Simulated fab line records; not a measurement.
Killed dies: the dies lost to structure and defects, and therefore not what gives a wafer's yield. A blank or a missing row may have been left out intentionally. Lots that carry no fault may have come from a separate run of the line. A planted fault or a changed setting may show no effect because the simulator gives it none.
Split-lot experiment	flow n5-finfet	on a route of 1938 steps: 7 lots, 39 wafers read

## THE SPLIT ITSELF
At N5_BEOL_M6_ETCH_62 (etches SOC in N2/H2, target depth 110 nm, overetch 22 nm, time 165 s), the setting time-s was moved away from the recipe's 165 s on 12 of the 39 wafers read, by -59.5% to +42.7%. All remaining wafers had this setting at the recipe value.

## FROM THE SPLIT TO THE READING: what the file shows between them, 2 steps
- N5_BEOL_M6_STRIP_68: strips in N2/H2
- N5_BEOL_M6_STRIP_67: strips in CF4

## THE READING
BEOL_M6.cd-offset-nm (the simulator's own value, which no gauge read), in nm, at N5_BEOL_M6_HM_OPEN_17 (chemistry Cl2/BCl3, target TiN, target depth 20 nm, overetch 6 nm). There is no usual value for it anywhere in the file. Here, 27 wafers ran the recipe; their average is 0.1 nm with a standard deviation of 0.46 nm.

wafer	tool, chamber at the split	time-s as run, s	against the recipe	BEOL_M6.cd-offset-nm, nm	against lot-mates on the recipe
L075.1	rie-diel-05, 0	165	recipe	-0.4	-
L075.2	rie-diel-05, 2	165	recipe	-0.2	-
L075.4	rie-diel-05, 3	165	recipe	0.6	-
L080.1	rie-diel-05, 3	165	recipe	0.8	-
L080.3	rie-diel-05, 2	165	recipe	0.8	-
L080.2	rie-diel-05, 1	165	recipe	0.4	-
L080.5	rie-diel-05, 1	165	recipe	0.4	-
L080.4	rie-diel-05, 3	165	recipe	0.2	-
L080.6	rie-diel-05, 2	165	recipe	0.6	-
L087.1	rie-diel-05, 2	165	recipe	0.8	-
L087.2	rie-diel-05, 3	165	recipe	0.4	-
L087.3	rie-diel-05, 0	165	recipe	0.6	-
L087.4	rie-diel-05, 1	89.84	-45.6%	-1.2	-1.8
L087.5	rie-diel-05, 2	89.84	-45.6%	-1.2	-1.8
L087.6	rie-diel-05, 1	89.84	-45.6%	-2	-2.6
L088.1	rie-diel-01, 1	165	recipe	-0.4	-
L088.6	rie-diel-01, 0	165	recipe	-0.4	-
L088.2	rie-diel-01, 3	165	recipe	-0.2	-
L088.5	rie-diel-01, 1	165	recipe	-0.2	-
L088.3	rie-diel-01, 0	165	recipe	0.2	-
L088.4	rie-diel-01, 2	165	recipe	0	-
L090.1	rie-diel-01, 0	123.8	-25.0%	-0.6	-0.7
L090.4	rie-diel-01, 1	123.8	-25.0%	-0.6	-0.7
L090.2	rie-diel-01, 2	165	recipe	0.4	-
L090.3	rie-diel-01, 3	165	recipe	-0.2	-
L090.5	rie-diel-01, 3	123.8	-25.0%	-0.8	-0.9
L090.6	rie-diel-01, 0	165	recipe	0	-
L089.1	rie-diel-01, 3	165	recipe	-0.8	-
L089.2	rie-diel-01, 2	165	recipe	-0.4	-
L089.3	rie-diel-01, 1	66.79	-59.5%	-2.4	-1.9
L089.5	rie-diel-01, 3	66.79	-59.5%	-2.4	-1.9
L089.6	rie-diel-01, 2	66.79	-59.5%	-2.4	-1.9
L089.4	rie-diel-01, 0	165	recipe	-0.2	-
L093.1	rie-diel-02, 0	235.5	+42.7%	1.2	+1.1
L093.2	rie-diel-02, 2	235.5	+42.7%	0.2	+0.1
L093.3	rie-diel-02, 1	165	recipe	0.6	-
L093.4	rie-diel-02, 3	235.5	+42.7%	1	+0.9
L093.5	rie-diel-02, 2	165	recipe	-0.6	-
L093.6	rie-diel-02, 1	165	recipe	0.2	-

THE FIT
A straight line over all 39 wafers: BEOL_M6.cd-offset-nm changes by +0.0324 nm for each +1% of time-s; r = +0.85; the points scatter about the line by 0.49 nm.
The same after taking each lot's own level away (the mean of its wafers on the recipe; 39 wafers): +0.031 nm for each +1%; r = +0.90; scatter 0.38 nm.
According to that fit, moving time-s by its largest amount changes the reading by 1.8 nm.
Across the lots, their own levels run from -0.47 to 0.60 nm, a range of 2.3 times the standard deviation given above.
Hence the lot-to-lot level has little effect on the slope; both slopes agree.
Check: for one of the wafers moved furthest among these (-59.5%), held out of the fit, the line's prediction against its lot-mates is -1.95 nm. It came out at -1.93 nm against them.

## THE OTHER SPLITS THESE WAFERS WENT THROUGH
Other splits were also applied to these wafers ahead of the reading. Each is held against what the fit with the lots' levels taken away leaves over:
other split on the same wafers	wafers away from the commonest value	r with BEOL_M6.cd-offset-nm (lot level and that fit taken away)
N5_SD_EPI_N_DEVELOP_08 develop-time-s	18	-0.15
N5_HKMG_FIN_DEVELOP_11 develop-time-s	18	-0.13
N5_MOL_CONTACT_COAG_ETCH_91 time-s	12	+0.00
N5_BEOL_M2_ETCH_70 time-s	12	+0.17

## THE WHOLE CHAIN: every reading that the file lists as answering this split, in the file's order
step	what it does	reading	change (the file's fit)	r (the file's)
N5_BEOL_M6_ETCH_62	etches SOC in N2/H2, target depth 110 nm, overetch 22 nm, time 165 s	etch.depth-nm (the simulator's own value, which no gauge read)	not straight: 53.94 at the lowest setting, 99.89 at the recipe, 100.1 at the highest	not given
N5_BEOL_M6_ETCH_62	etches SOC in N2/H2, target depth 110 nm, overetch 22 nm, time 165 s	SiARC_of_BEOL_M6_COAT_60.thk-nm (the simulator's own value, which no gauge read)	-0.0649 nm for each +1% of the setting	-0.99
N5_BEOL_M6_ETCH_62	etches SOC in N2/H2, target depth 110 nm, overetch 22 nm, time 165 s	BEOL_M6.cd-offset-nm (the simulator's own value, which no gauge read)	+0.0332 nm for each +1% of the setting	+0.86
N5_BEOL_M6_HM_OPEN_17	chemistry Cl2/BCl3, target TiN, target depth 20 nm, overetch 6 nm	BEOL_M6.cd-offset-nm (the simulator's own value, which no gauge read)	+0.0321 nm for each +1% of the setting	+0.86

## FILE'S OWN FIT
BEOL_M6.cd-offset-nm changes by +0.0321 nm for each +1% of time-s, r = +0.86.
